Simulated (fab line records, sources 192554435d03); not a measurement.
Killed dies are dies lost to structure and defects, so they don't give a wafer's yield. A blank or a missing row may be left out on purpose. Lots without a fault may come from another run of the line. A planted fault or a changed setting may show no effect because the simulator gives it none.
Chamber matching | flow n5_finfet | N5_BEOL_M0_SAQP_SPACER1_ETCHBACK_99 on rie_diel-06: 4 sister chambers
The step etches SiO2 in CHF3/O2, target depth 15.4 nm, time 7.7 s. 4 wafers are shown with their chamber, then 7 later ones without.

WAFERS WITH THEIR CHAMBER
wafer  | chamber | showerhead_plenum_p_Torr (Torr)
L560.3 | 1       | 2.29
L564.2 | 2       | 2.23
L566.1 | 0       | 2.36
L566.2 | 3       | 2.55

WAFERS WITHOUT THEIR CHAMBER
wafer  | showerhead_plenum_p_Torr (Torr)
L566.3 | 2.23
L571.2 | 2.28
L571.3 | 2.35
L571.5 | 2.28
L573.3 | 2.55
L573.5 | 2.55
L573.6 | 2.22

WHICH CHAMBER EACH WENT THROUGH
wafer  | from the rows above | in truth
L566.3 | 2                   | 2
L571.2 | 1                   | 1
L571.3 | 0                   | 0
L571.5 | 1                   | 1
L573.3 | 3                   | 3
L573.5 | 3                   | 3
L573.6 | 2                   | 2
Placed correctly: 7 of 7. Can't be placed from these rows: 0. Placed wrongly: 0.
How it was worked out, from the rows above alone: a wafer's distance from a chamber is the root of the sum, over the readings, of the square of ((its reading less the chamber's mean) divided by the reading's scatter). The wafer belongs to the nearest chamber; if the next one is less than 2 further off, it can't be placed. A chamber's mean is the mean of its shown wafers. The scatter: with one shown wafer a chamber, the root of the mean of the squares of how far each hidden wafer lies from its nearest shown one.
